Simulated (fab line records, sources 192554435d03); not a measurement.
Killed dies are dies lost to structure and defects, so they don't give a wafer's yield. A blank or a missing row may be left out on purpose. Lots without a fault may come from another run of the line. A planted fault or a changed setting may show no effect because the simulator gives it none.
Problem report in the 8D (eight disciplines) form, filled by code | flow n5_finfet | the parts of the form that need people (team, actions taken, sign-off) are left out

1. THE PROBLEM
susceptor_temp_C at N5_BEOL_M3_PECVD_72 reads a mean of 387.62 C on 3 wafers of 2 lots; wafers without a fault read 399.99 C with a standard deviation of 0.23. That is -54 standard deviations from the usual mean.
The step: deposits SiO2 from TEOS/O2, target thk 16 nm, time 18 s.
First seen on wafer L542.3, day 11 12:53, on pecvd-01. The record holds 12 wafers of 4 lots with a number at this step. Rule for "out", or "out of limits": more than 4 standard deviations from the usual mean. The other wafers with a number count as sound.

2. WHAT IT IS AND WHAT IT IS NOT
question                    | is                     | is not
which readings at this step | susceptor_temp_C       | heater_power_outer_w, heater_power_w, showerhead_plenum_p_Torr, throttle_valve_pct
which lots                  | L542, L545             | L534, L547
which wafers of those lots  | L542.3, L542.4, L545.3 | L542.1, L545.2, L545.4
read on which tools         | pecvd-01               | pecvd-04
when                        | from day 11 12:53      | up to then (4 sound wafers); but 5 sound wafers of L545, L547 came after

3. SUSPECTS, AND WHAT RULES EACH OUT
Counting: a tool at a process step up to the reading stays a suspect if it ran every lot that is out. Sound lots after the first of them don't rule it out here, since some wafers of a struck lot are sound.
- pecvd-01 at N5_BEOL_M3_PECVD_72 (deposits SiO2 from TEOS/O2, target thk 16 nm, time 18 s): kept. It ran every lot that is out, first L542 (day 11 12:53); its last sound lot up to then is L534 (day 9 12:23). Its own readings are out on those wafers: susceptor_temp_C.
- Within pecvd-01 at N5_BEOL_M3_PECVD_72: the wafers that are out ran in chamber 1; their sound lot-mates ran in chamber 0.
Left after counting: pecvd-01 at N5_BEOL_M3_PECVD_72.

4. THE CAUSE (what the simulator had put in)
Process parameter drift: pecvd-01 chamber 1, from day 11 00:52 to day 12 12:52, at N5_BEOL_M3_PECVD_72. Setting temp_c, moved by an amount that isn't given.
Counting left only this tool.

5. THE CHAIN OF EFFECTS, in route order
Each row: a reading whose mean over the struck wafers that have a number lies more than 3 standard deviations from the usual. Only readings for which the record gives a usual standard deviation are gone through. hours: the time from each lot's start at the first step in this table that gives one to its start at this step, as a median over the lots. sigmas: the change in usual standard deviations.
hours | step                | reading          | usual    | on struck wafers | change | sigmas
0     | N5_BEOL_M3_PECVD_72 | susceptor_temp_C | 399.99 C | 387.62           | -12.37 | -54
The process steps in it:
- N5_BEOL_M3_PECVD_72: deposits SiO2 from TEOS/O2, target thk 16 nm, time 18 s.
Later measuring or inspecting steps at which every struck wafer that the step has a row for has a number for every such reading, and none has moved that far: N5_BEOL_M4_RC_MEAS_101.

6. WHAT WOULD HAVE CAUGHT IT SOONER
In this record the first reading out of limits was taken at day 11 12:53, 12 hours after the fault began at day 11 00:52.
